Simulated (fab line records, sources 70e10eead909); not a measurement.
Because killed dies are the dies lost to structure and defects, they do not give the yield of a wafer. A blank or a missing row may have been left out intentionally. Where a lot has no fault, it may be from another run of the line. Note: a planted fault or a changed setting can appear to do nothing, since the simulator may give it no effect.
Matching of chambers | flow nand_harc | rie_diel-02 running NHARC_HYBRID_BOND_ACTIVATE_00: 4 sister chambers
The step chemistry N2, time 60 s. 20 wafers are shown with their chamber, then 10 later ones without.

== EACH WAFER AND ITS CHAMBER ==
wafer  | chamber | showerhead_plenum_p_Torr (Torr) | drypump_motor_current_A (A) | oes_product_au (a.u.)
L680.2 | 2       | 1.67                            | 5.3                         | 0.999
L680.3 | 3       | 1.82                            | 5.8                         | 1.001
L680.6 | 0       | 1.64                            | 4.8                         | 0.991
L683.2 | 1       | 1.76                            | 6.4                         | 0.993
L683.4 | 0       | 1.64                            | 4.9                         | 1.004
L683.5 | 1       | 1.76                            | 6.4                         | 0.983
L682.2 | 3       | 1.82                            | 5.8                         | 0.995
L682.3 | 0       | 1.64                            | 4.9                         | 0.991
L682.6 | 3       | 1.82                            | 5.9                         | 0.992
L684.1 | 2       | 1.67                            | 5.3                         | 0.999
L684.3 | 3       | 1.82                            | 5.9                         | 0.996
L684.6 | 0       | 1.64                            | 4.9                         | 1.001
L685.1 | 0       | 1.64                            | 4.9                         | 1.000
L685.4 | 2       | 1.67                            | 5.3                         | 1.004
L685.5 | 0       | 1.64                            | 4.9                         | 0.997
L687.2 | 1       | 1.76                            | 6.4                         | 0.994
L687.3 | 0       | 1.64                            | 4.8                         | 0.998
L687.4 | 2       | 1.66                            | 5.3                         | 0.998
L688.1 | 1       | 1.76                            | 6.4                         | 0.997
L688.3 | 2       | 1.66                            | 5.3                         | 1.003

SIGNATURES (means of the wafers above)
reading                  | chamber 0 | chamber 1 | chamber 2 | chamber 3 | scatter within a chamber
showerhead_plenum_p_Torr | 1.6400    | 1.7600    | 1.6660    | 1.8200    | 0.00274
drypump_motor_current_A  | 4.871     | 6.400     | 5.300     | 5.850     | 0.039
oes_product_au           | 0.99743   | 0.99175   | 1.00060   | 0.99600   | 0.00453
Rule: a wafer's distance from a chamber is the root of the sum, over the readings, of the square of ((its reading less the chamber's mean) divided by the reading's scatter). If the next closest chamber is less than 2 further off than the closest, the wafer can't be placed; otherwise it belongs to the closest. The scatter: the root of (the sum of the squares of (reading less its chamber's mean) over the shown wafers, divided by (wafers less chambers)).

== WAFERS MISSING THEIR CHAMBER ==
wafer  | showerhead_plenum_p_Torr (Torr) | drypump_motor_current_A (A) | oes_product_au (a.u.)
L688.5 | 1.64                            | 4.9                         | 1.001
L694.2 | 1.82                            | 5.8                         | 0.991
L694.3 | 1.64                            | 4.8                         | 1.001
L694.6 | 1.66                            | 5.3                         | 0.993
L697.2 | 1.75                            | 6.4                         | 0.982
L697.4 | 1.66                            | 5.2                         | 0.990
L697.5 | 1.75                            | 6.4                         | 0.991
L702.2 | 1.66                            | 5.3                         | 1.000
L702.4 | 1.82                            | 5.8                         | 1.001
L702.6 | 1.66                            | 5.3                         | 1.014

== CHAMBER TAKEN BY EACH ==
wafer  | from the rows above | in truth
L688.5 | 0                   | 0
L694.2 | 3                   | 3
L694.3 | 0                   | 0
L694.6 | 2                   | 2
L697.2 | 1                   | 1
L697.4 | 2                   | 2
L697.5 | 1                   | 1
L702.2 | 2                   | 2
L702.4 | 3                   | 3
L702.6 | 2                   | 2
10 of 10 placed correctly. Left unplaced by these rows: 0. Number placed wrongly: 0.
